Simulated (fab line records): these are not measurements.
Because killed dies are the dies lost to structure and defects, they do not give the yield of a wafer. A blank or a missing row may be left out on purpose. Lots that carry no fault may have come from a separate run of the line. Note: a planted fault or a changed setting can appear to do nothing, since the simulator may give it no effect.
Which of the tools did it? || flow n5Finfet || Sampling: 6 lots, 15 wafers, 3 of 1938 route steps

WHAT THE GAUGES READ, wafer by wafer
N5_BEOL_M11_OCD_MEAS_38.
{"lot": "L898", "measured": "day 12 12:34", "on": "ocd-01", "trenchDepthNm (nm)": "149 155 151"}
{"lot": "L900", "measured": "day 12 17:34", "on": "ocd-01", "trenchDepthNm (nm)": "146 144 145"}
{"lot": "L901", "measured": "day 12 19:14", "on": "ocd-02", "trenchDepthNm (nm)": "152 156 154"}
{"lot": "L909", "measured": "day 15 18:55", "on": "ocd-01", "trenchDepthNm (nm)": "142 145"}
{"lot": "L912", "measured": "day 16 14:45", "on": "ocd-02", "trenchDepthNm (nm)": 145}
{"lot": "L916", "measured": "day 17 07:17", "on": "ocd-02", "trenchDepthNm (nm)": "147 144 152"}

EACH LOT AND THE TOOL THAT RAN IT (in order: tool; ch and the chambers of the sampled wafers; start)
{"lot": "L898", "N5_BEOL_M11_DESCUM_33": "rieDiel-04 ch 0,1,2, day 12 12:04", "N5_BEOL_M11_STRIP_36": "rieDiel-04 ch 0,1,2, day 12 12:20"}
{"lot": "L900", "N5_BEOL_M11_DESCUM_33": "rieDiel-02 ch 2,3, day 12 17:04", "N5_BEOL_M11_STRIP_36": "rieDiel-02 ch 2,3, day 12 17:20"}
{"lot": "L901", "N5_BEOL_M11_DESCUM_33": "rieDiel-04 ch 0,1,3, day 12 18:44", "N5_BEOL_M11_STRIP_36": "rieDiel-04 ch 0,1,3, day 12 19:01"}
{"lot": "L909", "N5_BEOL_M11_DESCUM_33": "rieDiel-02 ch 1,2, day 15 18:25", "N5_BEOL_M11_STRIP_36": "rieDiel-02 ch 1,2, day 15 18:41"}
{"lot": "L912", "N5_BEOL_M11_DESCUM_33": "rieDiel-02 ch 3, day 16 14:16", "N5_BEOL_M11_STRIP_36": "rieDiel-02 ch 3, day 16 14:32"}
{"lot": "L916", "N5_BEOL_M11_DESCUM_33": "rieDiel-06 ch 0,1,2, day 17 06:47", "N5_BEOL_M11_STRIP_36": "rieDiel-06 ch 0,1,2, day 17 07:04"}
- N5_BEOL_M11_DESCUM_33: chemistry O2, time 7.9 s.
- N5_BEOL_M11_STRIP_36: strips in N2/H2.

THE ANSWER, worked out from the rows above alone
Rule: usual is defined by the lots themselves. Put in order of their means at a reading, lots are off if they are a third of the lots or fewer, leave a main group of 4 or more, and stand apart from it by a gap of 3 or more times the standard deviation of the main group's means; of several such gaps the widest counts. If all means in a main group match to the digits the tables above print for the reading, that group is not used. Also off: a lot with no number at a reading for which 4 or more lots have one. The other lots that the step has rows for count as sound.
None of the lots is off at any reading shown; this tells nothing.

WHAT THE SIMULATOR HAD INSERTED
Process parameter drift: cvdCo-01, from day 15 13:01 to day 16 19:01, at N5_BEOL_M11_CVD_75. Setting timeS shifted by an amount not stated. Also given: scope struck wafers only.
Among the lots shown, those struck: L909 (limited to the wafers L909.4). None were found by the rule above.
